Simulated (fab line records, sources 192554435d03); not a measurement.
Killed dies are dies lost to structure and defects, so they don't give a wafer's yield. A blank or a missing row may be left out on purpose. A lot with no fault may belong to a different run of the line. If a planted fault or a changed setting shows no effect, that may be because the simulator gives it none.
Split-lot experiment    flow n5_finfet    on a route of 1938 steps: 7 lots, 21 wafers read

== ABOUT THE SPLIT ==
At N5_BEOL_M5_COAT_71 (time 60 s, resist thk 5 nm), the setting spin_rpm was moved away from the recipe's 1500 rpm on 7 of the 21 wafers read, by -10.0% to +9.9%. The other wafers ran this setting at the recipe's value.

== FROM THE SPLIT ON TO THE READING: in between, the file shows 1 step ==
- N5_BEOL_M5_DESCUM_16: chemistry O2, time 7 s (also split here: time_s)

== THE READING ==
etch.depth_nm (the simulator's own value, which no gauge read), in nm, at N5_BEOL_M5_ETCH_72 (etches underlayer in N2/H2, target depth 6.5 nm, time 5.2 s). No usual value for it is given in the file. Across the 14 wafers here that went through the recipe, the average is 5.007 nm and the standard deviation 0.017 nm.

wafer   tool, chamber at the split  spin_rpm as run, rpm  against the recipe  etch.depth_nm, nm  against lot-mates on the recipe
L074.4  litho_track-03, 0           1500                  recipe              5.021              -
L074.5  litho_track-03, 0           1500                  recipe              5.009              -
L074.6  litho_track-03, 0           1500                  recipe              5.026              -
L075.2  litho_track-03, 0           1444                  -3.7%               5.135              +0.114
L075.3  litho_track-03, 0           1500                  recipe              5.022              -
L075.6  litho_track-03, 0           1500                  recipe              5.019              -
L078.2  litho_track-03, 0           1500                  recipe              5.038              -
L078.4  litho_track-03, 0           1426                  -4.9%               5.156              +0.118
L078.6  litho_track-03, 0           1426                  -4.9%               5.158              +0.120
L080.1  litho_track-03, 0           1500                  recipe              5.003              -
L080.4  litho_track-03, 0           1626                  +8.4%               4.809              -0.200
L080.5  litho_track-03, 0           1500                  recipe              5.015              -
L084.3  litho_track-01, 0           1500                  recipe              4.994              -
L084.4  litho_track-01, 0           1500                  recipe              4.999              -
L084.5  litho_track-01, 0           1500                  recipe              5                  -
L088.1  litho_track-02, 0           1350                  -10.0%              5.246              +0.269
L088.3  litho_track-02, 0           1500                  recipe              4.976              -
L088.4  litho_track-02, 0           1500                  recipe              4.978              -
L096.1  litho_track-01, 0           1649                  +9.9%               4.782              -0.219
L096.2  litho_track-01, 0           1649                  +9.9%               4.779              -0.222
L096.6  litho_track-01, 0           1500                  recipe              5.001              -

FIT RESULTS
A straight line over all 21 wafers: etch.depth_nm changes by -0.0245 nm for each +1% of spin_rpm; r = -0.99; the points scatter about the line by 0.019 nm.
The same after taking each lot's own level away (the mean of its wafers on the recipe; 21 wafers): -0.0241 nm for each +1%; r = -1.00; scatter 0.01 nm.
According to that fit, moving spin_rpm by its largest amount changes the reading by 0.24 nm.
The span of the lots' own levels, 4.9770 to 5.0380 nm, comes to 3.6 times the standard deviation stated above.
Hence the lot-to-lot level has little effect on the slope; both slopes agree.
Check: +0.236 nm against its lot-mates is what the line predicts for one of the wafers moved furthest among these (-10.0%) when that wafer is left out of the fit. It came out at +0.269 nm against them.

== OTHER SPLITS ON THESE WAFERS ==
Other splits were also applied to these wafers ahead of the reading. Each is held against what the fit with the lots' levels taken away leaves over:
other split on the same wafers      wafers away from the commonest value  r with etch.depth_nm (lot level and that fit taken away)
N5_BEOL_M4_EXPOSE_08 dose_mj        5                                     -0.40
N5_BEOL_M4_DESCUM_33 time_s         10                                    +0.00
N5_BEOL_M4_TRENCH_ETCH_37 source_w  7                                     -0.12
N5_BEOL_M5_DESCUM_16 time_s         8                                     +0.23

== FILE'S OWN FIT ==
etch.depth_nm changes by -0.0247 nm for each +1% of spin_rpm, r = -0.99.
